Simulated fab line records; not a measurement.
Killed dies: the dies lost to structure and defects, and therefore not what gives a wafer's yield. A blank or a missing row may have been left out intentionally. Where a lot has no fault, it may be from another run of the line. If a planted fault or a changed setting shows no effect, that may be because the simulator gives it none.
Which of the tools did it? / flow nandHarc / Sampling: 7 lots, 21 wafers, 4 of 1302 route steps

== WHAT THE GAUGES SHOWED, per wafer ==
NHARC_A_SLIT_CD_MEAS_09: the cd target is 300 nm.
lot=L183; measured=day 21 03:54; on=cdSem-02; cdNm (nm)=299.7 300.8 300.5
lot=L186; measured=day 22 03:31; on=cdSem-03; cdNm (nm)=300.1 300.1 298.7
lot=L195; measured=day 25 17:22; on=cdSem-01; cdNm (nm)=300.8 299.7 300.3
lot=L197; measured=day 26 21:46; on=cdSem-03; cdNm (nm)=298.9 298.8 299.7
lot=L199; measured=day 27 14:51; on=cdSem-02; cdNm (nm)=300.0 299.9 299.2
lot=L201; measured=day 28 08:13; on=cdSem-02; cdNm (nm)=300.9 300.3 299.4
lot=L202; measured=day 28 17:25; on=cdSem-02; cdNm (nm)=298.5 300.2 300.1

== WHAT TOOL EACH LOT RAN ON (gives the tool, then ch and the chambers of the sampled wafers, and finally the start) ==
lot=L183; NHARC_A_STAIRCASE_DEP_471=pecvd-01 ch 0,1,2, day 20 15:50; NHARC_A_STAIRCASE_CMP_472=cmp-04 ch 0,2,3, day 20 16:06; NHARC_A_SLIT_DEP_25=pecvd-01 ch 1,2, day 20 23:07
lot=L186; NHARC_A_STAIRCASE_DEP_471=pecvd-03 ch 0,2, day 21 14:11; NHARC_A_STAIRCASE_CMP_472=cmp-01 ch 0,2,3, day 21 14:26; NHARC_A_SLIT_DEP_25=pecvd-02 ch 0,1, day 21 21:45
lot=L195; NHARC_A_STAIRCASE_DEP_471=pecvd-04 ch 1,2, day 25 02:43; NHARC_A_STAIRCASE_CMP_472=cmp-04 ch 1,2, day 25 02:59; NHARC_A_SLIT_DEP_25=pecvd-01 ch 0,1, day 25 11:18
lot=L197; NHARC_A_STAIRCASE_DEP_471=pecvd-03 ch 1,2, day 26 08:37; NHARC_A_STAIRCASE_CMP_472=cmp-01 ch 0,1, day 26 08:54; NHARC_A_SLIT_DEP_25=pecvd-04 ch 1,2, day 26 17:00
lot=L199; NHARC_A_STAIRCASE_DEP_471=pecvd-01 ch 0,1,2, day 26 23:25; NHARC_A_STAIRCASE_CMP_472=cmp-01 ch 1,3, day 26 23:43; NHARC_A_SLIT_DEP_25=pecvd-02 ch 0,1,2, day 27 09:37
lot=L201; NHARC_A_STAIRCASE_DEP_471=pecvd-03 ch 0,2, day 27 16:24; NHARC_A_STAIRCASE_CMP_472=cmp-04 ch 0,1,3, day 27 16:40; NHARC_A_SLIT_DEP_25=pecvd-02 ch 0,1,2, day 28 03:25
lot=L202; NHARC_A_STAIRCASE_DEP_471=pecvd-04 ch 0,1,2, day 27 23:48; NHARC_A_STAIRCASE_CMP_472=cmp-01 ch 0,3, day 28 00:05; NHARC_A_SLIT_DEP_25=pecvd-01 ch 0,2, day 28 11:08
- NHARC_A_STAIRCASE_DEP_471: deposits SiO2, target thk 100 nm.
- NHARC_A_STAIRCASE_CMP_472: polishes SiO2.
- NHARC_A_SLIT_DEP_25: deposits SiO2, target thk 200 nm.

== THE ANSWER, worked out from the rows above alone ==
Rule: the usual values come from the lots themselves. The widest of any qualifying gaps counts: lots, ordered by their means at a reading, are off when they make up no more than a third of the lots, leave a main group of 4 or more, and stand apart from it by 3 or more times the standard deviation of that group's means. The tables above print the reading to a certain number of digits; a main group whose means all agree to those digits is not used. Also off: a lot with no number at a reading for which 4 or more lots have one. All remaining lots with rows at the step are treated as sound.
No lot is off on any of the readings shown, so nothing can be concluded from this.

== WHAT HAD BEEN PUT IN BY THE SIMULATOR ==
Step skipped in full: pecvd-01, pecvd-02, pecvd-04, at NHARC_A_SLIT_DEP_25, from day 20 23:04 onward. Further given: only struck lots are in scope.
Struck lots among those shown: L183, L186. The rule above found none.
